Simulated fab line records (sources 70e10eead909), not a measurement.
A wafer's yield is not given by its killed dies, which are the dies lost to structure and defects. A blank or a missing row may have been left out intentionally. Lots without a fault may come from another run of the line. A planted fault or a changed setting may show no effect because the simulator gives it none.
Chamber matching	flow nandHarc	aldHk-01 running NHARC_A_WL_FILL_ALD_00: 4 sister chambers
The step deposits Al2O3, target thk 3 nm, pulse time 3 s, ald cycles 30. 8 wafers are shown with their chamber, then 11 later ones without.

## WAFERS WITH THEIR CHAMBER
wafer	chamber	heaterPowerW (W)	precursorPulseHeightRel
L078.2	0	395	1.011
L076.2	0	388	0.990
L084.6	3	451	0.988
L088.2	3	455	1.005
L089.1	2	466	1.003
L089.2	1	426	1.025
L089.5	2	469	1.018
L092.1	1	412	0.983

## WAFERS WHOSE CHAMBER IS MISSING
wafer	heaterPowerW (W)	precursorPulseHeightRel
L092.3	479	1.006
L092.4	385	1.020
L096.2	383	0.971
L096.4	472	0.987
L096.5	427	1.006
L097.2	408	1.015
L097.4	464	1.001
L097.6	423	0.972
L095.1	392	0.976
L095.3	470	0.995
L095.6	415	1.031

## THE CHAMBER EACH PASSED THROUGH
wafer	from the rows above	in truth
L092.3	2	2
L092.4	0	0
L096.2	0	0
L096.4	can't be placed: 2 or 3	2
L096.5	1	1
L097.2	can't be placed: 1 or 0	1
L097.4	can't be placed: 2 or 3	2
L097.6	1	1
L095.1	0	0
L095.3	can't be placed: 2 or 3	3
L095.6	1	1
7 of 11 placed correctly. These rows do not allow placing 4 (true chamber among the candidates in 4). Number placed wrongly: 0.
How it was worked out, from the rows above alone: a wafer's distance from a chamber is the root of the sum, over the readings, of the square of ((its reading less the chamber's mean) divided by the reading's scatter). If the next closest chamber is less than 2 further off than the closest, the wafer can't be placed; otherwise it belongs to the closest. The mean given for a chamber averages the wafers shown for that chamber. The scatter: take each reading less its chamber's mean, square it, sum over the shown wafers, divide by the number of wafers less the number of chambers, and take the root.
